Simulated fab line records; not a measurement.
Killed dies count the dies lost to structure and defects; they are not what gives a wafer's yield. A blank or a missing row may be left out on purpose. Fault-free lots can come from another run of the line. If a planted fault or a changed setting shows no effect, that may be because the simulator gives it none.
Which tool was responsible? | flow n5-finfet | 12 lots with 36 wafers sampled at 2 steps, on a route of 1938 steps

== WHAT EACH GAUGE READ, for each wafer ==
N5_BEOL_M8_CD_MEAS_18: pitch 80 nm, target cd 40 nm.
lot  | measured     | on        | cd-nm (nm)
L075 | day 10 10:55 | cd-sem-01 | 39.3 40.3 40.8
L077 | day 12 13:11 | cd-sem-02 | 39.0 39.2 39.1
L080 | day 13 09:07 | cd-sem-02 | 40.5 40.4 39.9
L082 | day 13 23:05 | cd-sem-03 | 40.2 40.1 40.2
L084 | day 14 18:42 | cd-sem-01 | 38.3 39.5 38.7
L087 | day 14 22:25 | cd-sem-01 | 40.0 40.8 39.7
L076 | day 15 08:15 | cd-sem-01 | 40.4 40.2 39.9
L090 | day 15 18:11 | cd-sem-01 | 39.7 39.9 39.9
L088 | day 16 10:46 | cd-sem-02 | 40.2 40.7 41.2
L094 | day 16 16:04 | cd-sem-02 | 40.8 40.1 40.2
L095 | day 16 20:02 | cd-sem-03 | 39.4 39.9 39.5
L097 | day 17 01:20 | cd-sem-02 | 40.2 41.0 40.2

== WHAT TOOL EACH LOT RAN ON (gives the tool, then ch and the chambers of the sampled wafers, and finally the start) ==
lot  | N5_BEOL_M8_HM_OPEN_17
L075 | rie-metal-03 ch 0,1, day 10 10:44
L077 | rie-metal-03 ch 0,1, day 12 12:49
L080 | rie-metal-03 ch 0, day 13 08:52
L082 | rie-metal-02 ch 0,1, day 13 22:55
L084 | rie-metal-01 ch 0,1, day 14 18:19
L087 | rie-metal-02 ch 0,1, day 14 22:12
L076 | rie-metal-02 ch 1, day 15 08:02
L090 | rie-metal-03 ch 0,1, day 15 17:55
L088 | rie-metal-02 ch 0,1, day 16 10:29
L094 | rie-metal-02 ch 0,1, day 16 15:45
L095 | rie-metal-01 ch 0,1, day 16 19:47
L097 | rie-metal-03 ch 0,1, day 17 01:08
- N5_BEOL_M8_HM_OPEN_17: chemistry Cl2/BCl3, target TiN, target depth 20 nm, overetch 6 nm.

== THE ANSWER, worked out from the rows above alone ==
Rule: what is usual is taken from the lots themselves. Put in order of their means at a reading, lots are off if they are a third of the lots or fewer, leave a main group of 4 or more, and stand apart from it by a gap of 3 or more times the standard deviation of the main group's means; of several such gaps the widest counts. The tables above print the reading to a certain number of digits; a main group whose means all agree to those digits is not used. Also off: a lot with no number at a reading for which 4 or more lots have one. The other lots that the step has rows for count as sound.
Across all readings shown, no lot is off: no conclusion can be drawn from this.

== WHAT WAS PUT IN BY THE SIMULATOR ==
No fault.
